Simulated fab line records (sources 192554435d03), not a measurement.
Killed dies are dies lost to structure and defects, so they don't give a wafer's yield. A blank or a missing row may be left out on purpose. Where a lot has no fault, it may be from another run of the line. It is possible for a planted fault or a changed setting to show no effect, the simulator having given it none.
Split-lot study || flow n5-finfet || 21 wafers read across 7 lots, on a route 1938 steps long

== SPLIT DETAILS ==
At N5_BEOL_M8_PECVD_70 (deposits SiO2 from TEOS/O2, target thk 20 nm, time 22.7 s), the setting temp-c was moved away from the recipe's 400 C on 9 of the 21 wafers read, by -2.1% to +4.1%. For the rest of the wafers, this setting stayed at what the recipe calls for.

The split's own step is where the reading is taken.

== THE READING ==
SiO2_of_BEOL_M8_PECVD_70.thk-nm (the simulator's own value, which no gauge read), in nm, at N5_BEOL_M8_PECVD_70 (deposits SiO2 from TEOS/O2, target thk 20 nm, time 22.7 s). The file does not state a usual value for it. Here, 12 wafers ran the recipe; their average is 19.9 nm with a standard deviation of 0.32 nm.

{"wafer": "L076.2", "tool, chamber at the split": "pecvd-02, 2", "temp-c as run, C": 400, "against the recipe": "recipe", "SiO2_of_BEOL_M8_PECVD_70.thk-nm, nm": 19.8, "against lot-mates on the recipe": "-"}
{"wafer": "L076.3", "tool, chamber at the split": "pecvd-02, 1", "temp-c as run, C": 392.6, "against the recipe": "-1.8%", "SiO2_of_BEOL_M8_PECVD_70.thk-nm, nm": 20.8, "against lot-mates on the recipe": "+0.7"}
{"wafer": "L076.5", "tool, chamber at the split": "pecvd-02, 0", "temp-c as run, C": 400, "against the recipe": "recipe", "SiO2_of_BEOL_M8_PECVD_70.thk-nm, nm": 20.4, "against lot-mates on the recipe": "-"}
{"wafer": "L074.2", "tool, chamber at the split": "pecvd-02, 0", "temp-c as run, C": 400, "against the recipe": "recipe", "SiO2_of_BEOL_M8_PECVD_70.thk-nm, nm": 20, "against lot-mates on the recipe": "-"}
{"wafer": "L074.5", "tool, chamber at the split": "pecvd-02, 2", "temp-c as run, C": 408.6, "against the recipe": "+2.2%", "SiO2_of_BEOL_M8_PECVD_70.thk-nm, nm": 19, "against lot-mates on the recipe": -1.0}
{"wafer": "L074.6", "tool, chamber at the split": "pecvd-02, 0", "temp-c as run, C": 408.6, "against the recipe": "+2.2%", "SiO2_of_BEOL_M8_PECVD_70.thk-nm, nm": 18.8, "against lot-mates on the recipe": -1.2}
{"wafer": "L082.1", "tool, chamber at the split": "pecvd-02, 2", "temp-c as run, C": 400, "against the recipe": "recipe", "SiO2_of_BEOL_M8_PECVD_70.thk-nm, nm": 20, "against lot-mates on the recipe": "-"}
{"wafer": "L082.6", "tool, chamber at the split": "pecvd-02, 2", "temp-c as run, C": 400, "against the recipe": "recipe", "SiO2_of_BEOL_M8_PECVD_70.thk-nm, nm": 20, "against lot-mates on the recipe": "-"}
{"wafer": "L082.3", "tool, chamber at the split": "pecvd-02, 1", "temp-c as run, C": 416.4, "against the recipe": "+4.1%", "SiO2_of_BEOL_M8_PECVD_70.thk-nm, nm": 17.6, "against lot-mates on the recipe": -2.4}
{"wafer": "L083.1", "tool, chamber at the split": "pecvd-04, 2", "temp-c as run, C": 400, "against the recipe": "recipe", "SiO2_of_BEOL_M8_PECVD_70.thk-nm, nm": 19.6, "against lot-mates on the recipe": "-"}
{"wafer": "L083.2", "tool, chamber at the split": "pecvd-04, 0", "temp-c as run, C": 400, "against the recipe": "recipe", "SiO2_of_BEOL_M8_PECVD_70.thk-nm, nm": 19.8, "against lot-mates on the recipe": "-"}
{"wafer": "L083.6", "tool, chamber at the split": "pecvd-04, 0", "temp-c as run, C": 400, "against the recipe": "recipe", "SiO2_of_BEOL_M8_PECVD_70.thk-nm, nm": 19.8, "against lot-mates on the recipe": "-"}
{"wafer": "L084.1", "tool, chamber at the split": "pecvd-01, 2", "temp-c as run, C": 400, "against the recipe": "recipe", "SiO2_of_BEOL_M8_PECVD_70.thk-nm, nm": 19.4, "against lot-mates on the recipe": "-"}
{"wafer": "L084.5", "tool, chamber at the split": "pecvd-01, 0", "temp-c as run, C": 410.2, "against the recipe": "+2.6%", "SiO2_of_BEOL_M8_PECVD_70.thk-nm, nm": 18.6, "against lot-mates on the recipe": -0.8}
{"wafer": "L084.6", "tool, chamber at the split": "pecvd-01, 1", "temp-c as run, C": 410.2, "against the recipe": "+2.6%", "SiO2_of_BEOL_M8_PECVD_70.thk-nm, nm": 19, "against lot-mates on the recipe": -0.4}
{"wafer": "L085.2", "tool, chamber at the split": "pecvd-02, 1", "temp-c as run, C": 400, "against the recipe": "recipe", "SiO2_of_BEOL_M8_PECVD_70.thk-nm, nm": 20.2, "against lot-mates on the recipe": "-"}
{"wafer": "L085.3", "tool, chamber at the split": "pecvd-02, 2", "temp-c as run, C": 400, "against the recipe": "recipe", "SiO2_of_BEOL_M8_PECVD_70.thk-nm, nm": 20.4, "against lot-mates on the recipe": "-"}
{"wafer": "L085.6", "tool, chamber at the split": "pecvd-02, 2", "temp-c as run, C": 391.7, "against the recipe": "-2.1%", "SiO2_of_BEOL_M8_PECVD_70.thk-nm, nm": 21.6, "against lot-mates on the recipe": "+1.3"}
{"wafer": "L086.1", "tool, chamber at the split": "pecvd-01, 1", "temp-c as run, C": 407.8, "against the recipe": "+2.0%", "SiO2_of_BEOL_M8_PECVD_70.thk-nm, nm": 18.8, "against lot-mates on the recipe": -0.6}
{"wafer": "L086.2", "tool, chamber at the split": "pecvd-01, 2", "temp-c as run, C": 407.8, "against the recipe": "+2.0%", "SiO2_of_BEOL_M8_PECVD_70.thk-nm, nm": 18.6, "against lot-mates on the recipe": -0.8}
{"wafer": "L086.3", "tool, chamber at the split": "pecvd-01, 0", "temp-c as run, C": 400, "against the recipe": "recipe", "SiO2_of_BEOL_M8_PECVD_70.thk-nm, nm": 19.4, "against lot-mates on the recipe": "-"}

THE FIT
A straight line over all 21 wafers: SiO2_of_BEOL_M8_PECVD_70.thk-nm changes by -0.55 nm for each +1% of temp-c; r = -0.94; the points scatter about the line by 0.32 nm.
The same after taking each lot's own level away (the mean of its wafers on the recipe; 21 wafers): -0.459 nm for each +1%; r = -0.93; scatter 0.28 nm.
According to that fit, moving temp-c by its largest amount changes the reading by 1.9 nm.
The span of the lots' own levels, 19.40 to 20.30 nm, comes to 2.8 times the standard deviation stated above.
So the lot-to-lot level changes the slope: the two fits differ.
Check: for one of the wafers moved furthest among these (+4.1%), held out of the fit, the line's prediction against its lot-mates is -1.58 nm. It came out at -2.4 nm against them.

== OTHER SPLITS ON THESE WAFERS ==
Other splits were also applied to these wafers ahead of the reading. Each is held against what the fit with the lots' levels taken away leaves over:
{"other split on the same wafers": "N5_BEOL_M6_TRENCH_ETCH_37 time-s", "wafers away from the commonest value": 5, "r with SiO2_of_BEOL_M8_PECVD_70.thk-nm (lot level and that fit taken away)": -0.03}
{"other split on the same wafers": "N5_BEOL_M6_ALD_77 ald-cycles", "wafers away from the commonest value": 11, "r with SiO2_of_BEOL_M8_PECVD_70.thk-nm (lot level and that fit taken away)": -0.16}

== THE FILE'S OWN FIT ==
SiO2_of_BEOL_M8_PECVD_70.thk-nm changes by -0.484 nm for each +1% of temp-c, r = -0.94.
